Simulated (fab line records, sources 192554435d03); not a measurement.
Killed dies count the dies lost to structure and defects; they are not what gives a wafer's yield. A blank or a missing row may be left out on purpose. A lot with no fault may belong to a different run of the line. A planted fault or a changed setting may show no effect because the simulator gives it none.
Chamber matching -- flow n5-finfet -- N5_BEOL_M4_CO_CAP_55 on cvd-co-02: 3 sister chambers
The step material Co, precursor CCTBA/H2, target thk 2 nm, time 102.1 s. 22 wafers are shown with their chamber, then 11 later ones without.

## WAFERS, EACH WITH ITS CHAMBER
wafer,chamber,heater-power-w (W)
L074.1,0,237
L074.2,2,200
L074.3,1,246
L075.1,1,255
L075.4,2,198
L075.5,1,243
L079.3,1,252
L079.4,0,243
L079.6,1,246
L077.2,2,196
L077.3,0,242
L077.6,2,200
L082.1,1,255
L082.2,2,199
L082.6,1,250
L085.1,0,237
L085.2,1,250
L085.6,2,204
L087.1,0,242
L087.5,1,252
L087.6,2,201
L091.3,0,238

SIGNATURES (averages over the wafers above)
reading,chamber 0,chamber 1,chamber 2,scatter within a chamber
heater-power-w,239.83,249.89,199.71,3.37
Rule: distance of a wafer from a chamber = root of the sum over the readings of ((wafer's reading minus chamber's mean) / reading's scatter) squared. The wafer belongs to the nearest chamber; if the next one is less than 2 further off, it can't be placed. The scatter: take each reading less its chamber's mean, square it, sum over the shown wafers, divide by the number of wafers less the number of chambers, and take the root.

## WAFERS WITHOUT THEIR CHAMBER
wafer,heater-power-w (W)
L091.4,205
L091.5,250
L095.2,202
L095.5,253
L095.6,201
L096.1,253
L096.2,244
L096.3,201
L097.2,203
L097.4,201
L097.6,256

## WHICH CHAMBER EACH ONE RAN IN
wafer,from the rows above,in truth
L091.4,2,2
L091.5,1,1
L095.2,2,2
L095.5,1,1
L095.6,2,2
L096.1,1,1
L096.2,can't be placed: 0 or 1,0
L096.3,2,2
L097.2,2,2
L097.4,2,2
L097.6,1,1
10 of 11 placed correctly. Not placeable from these rows: 1 (in 1, the candidates include the true chamber). 0 placed wrongly.
